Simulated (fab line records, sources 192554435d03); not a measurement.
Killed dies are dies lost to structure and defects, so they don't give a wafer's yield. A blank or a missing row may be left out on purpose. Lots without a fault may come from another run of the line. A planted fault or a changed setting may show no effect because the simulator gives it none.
Split-lot experiment | flow n5_finfet | 7 lots, 21 wafers read, on a route of 1938 steps

THE SPLIT
At N5_PMOS_HMC_CHANNEL_EPI_EXPOSE_06 (exposes mask PMOS HMC BLK, target cd 240 nm), the setting dose_mj was moved away from the recipe's 41 on 7 of the 21 wafers read, by +2.6% to +5.8%. The other wafers ran this setting at the recipe's value.

FROM THE SPLIT TO THE READING: what the file shows between them, 2 steps
- N5_PMOS_HMC_CHANNEL_EPI_PEB_07: peb time 60 s
- N5_PMOS_HMC_CHANNEL_EPI_DEVELOP_08: develop time 30 s

THE READING
cd_nm, in nm, at N5_PMOS_HMC_CHANNEL_EPI_CD_MEAS_09 (target cd 237.4 nm). Fault-free wafers of this fab line usually give 237.6 nm, standard deviation 0.92 nm.

wafer  | tool, chamber at the split | dose_mj as run | against the recipe | cd_nm, nm | against lot-mates on the recipe
L074.1 | arfi_scanner-01, 0         | 41             | recipe             | 237.9     | -
L074.2 | arfi_scanner-01, 0         | 41             | recipe             | 236.6     | -
L074.4 | arfi_scanner-01, 0         | 41             | recipe             | 237.6     | -
L075.2 | arfi_scanner-02, 0         | 43.32          | +5.7%              | 241.9     | +4.3
L075.4 | arfi_scanner-02, 0         | 43.32          | +5.7%              | 242.2     | +4.6
L075.6 | arfi_scanner-02, 0         | 41             | recipe             | 237.6     | -
L082.2 | arfi_scanner-03, 0         | 43.37          | +5.8%              | 242.8     | +4.6
L082.3 | arfi_scanner-03, 0         | 41             | recipe             | 238.2     | -
L082.4 | arfi_scanner-03, 0         | 43.37          | +5.8%              | 241.6     | +3.4
L085.2 | arfi_scanner-03, 0         | 42.05          | +2.6%              | 238.2     | +1.5
L085.4 | arfi_scanner-03, 0         | 41             | recipe             | 236.1     | -
L085.5 | arfi_scanner-03, 0         | 41             | recipe             | 237.3     | -
L088.2 | arfi_scanner-03, 0         | 41             | recipe             | 238.3     | -
L088.4 | arfi_scanner-03, 0         | 41             | recipe             | 236.4     | -
L088.6 | arfi_scanner-03, 0         | 41             | recipe             | 238.3     | -
L091.1 | arfi_scanner-03, 0         | 41             | recipe             | 236.7     | -
L091.2 | arfi_scanner-03, 0         | 41             | recipe             | 236.6     | -
L091.6 | arfi_scanner-03, 0         | 41             | recipe             | 235.4     | -
L097.2 | arfi_scanner-03, 0         | 41             | recipe             | 238.1     | -
L097.4 | arfi_scanner-03, 0         | 42.34          | +3.3%              | 242.6     | +4.5
L097.5 | arfi_scanner-03, 0         | 42.34          | +3.3%              | 239.5     | +1.4

THE FIT
A straight line over all 21 wafers: cd_nm changes by +0.878 nm for each +1% of dose_mj; r = +0.90; the points scatter about the line by 1 nm.
The same after taking each lot's own level away (the mean of its wafers on the recipe; 21 wafers): +0.751 nm for each +1%; r = +0.92; scatter 0.78 nm.
On that fit, the largest move of dose_mj shifts the reading by 4.3 nm.
The lots' own levels span 236.23 to 238.20 nm, that is 2.1 times the standard deviation above.
So the lot-to-lot level changes the slope: the two fits differ.
Check: with one of the wafers moved furthest among these (+5.8%) left out of the fit, the line predicts +4.29 nm for it against its lot-mates. It came out at +4.6 nm against them.

OTHER SPLITS ON THESE WAFERS
These wafers also went through other splits before the reading. Each is held against what the fit with the lots' levels taken away leaves over:
other split on the same wafers        | wafers away from the commonest value | r with cd_nm (lot level and that fit taken away)
N5_WELL_APT_PEB_06 peb_temp_c         | 3                                    | -0.06
N5_WELL_APT_DEVELOP_07 develop_time_s | 5                                    | +0.07

THE FILE'S OWN FIT
cd_nm changes by +0.747 nm for each +1% of dose_mj, r = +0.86.
